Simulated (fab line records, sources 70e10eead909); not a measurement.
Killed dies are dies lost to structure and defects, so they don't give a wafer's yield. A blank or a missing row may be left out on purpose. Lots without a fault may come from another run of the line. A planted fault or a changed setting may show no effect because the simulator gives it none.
Chamber matching | flow nand_harc | NHARC_A_CHANNEL_FILL_D1_CMP_10 on cmp-04: 4 sister chambers
The step polishes, target thk 150 nm. 8 wafers are shown with their chamber, then 8 later ones without.

WAFERS WITH THEIR CHAMBER
wafer  | chamber | motor_current_A (A) | time_to_endpoint_s (s)
L078.5 | 2       | 12.1                | 17.3
L082.2 | 3       | 10.5                | 12.3
L082.3 | 0       | 11.9                | 14.8
L082.6 | 0       | 11.7                | 12.5
L087.1 | 1       | 13.6                | 12.9
L087.4 | 2       | 11.0                | 15.1
L087.5 | 3       | 9.6                 | 17.4
L088.1 | 1       | 13.2                | 12.4

WAFERS WITHOUT THEIR CHAMBER
wafer  | motor_current_A (A) | time_to_endpoint_s (s)
L088.2 | 10.5                | 14.4
L088.6 | 10.6                | 14.7
L088.3 | 12.7                | 12.7
L088.4 | 11.2                | 17.1
L088.5 | 13.1                | 14.3
L092.2 | 14.2                | 12.6
L092.3 | 10.1                | 15.1
L092.6 | 9.9                 | 16.4

WHICH CHAMBER EACH WENT THROUGH
wafer  | from the rows above          | in truth
L088.2 | can't be placed: 3 or 2 or 0 | 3
L088.6 | can't be placed: 3 or 2 or 0 | 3
L088.3 | can't be placed: 1 or 0 or 2 | 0
L088.4 | can't be placed: 2 or 0 or 3 | 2
L088.5 | can't be placed: 1 or 0      | 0
L092.2 | 1                            | 1
L092.3 | 3                            | 3
L092.6 | 3                            | 3
Placed correctly: 3 of 8. Can't be placed from these rows: 5 (the true chamber is among the candidates in 5). Placed wrongly: 0.
How it was worked out, from the rows above alone: a wafer's distance from a chamber is the root of the sum, over the readings, of the square of ((its reading less the chamber's mean) divided by the reading's scatter). The wafer belongs to the nearest chamber; if the next one is less than 2 further off, it can't be placed. A chamber's mean is the mean of its shown wafers. The scatter: the root of (the sum of the squares of (reading less its chamber's mean) over the shown wafers, divided by (wafers less chambers)).
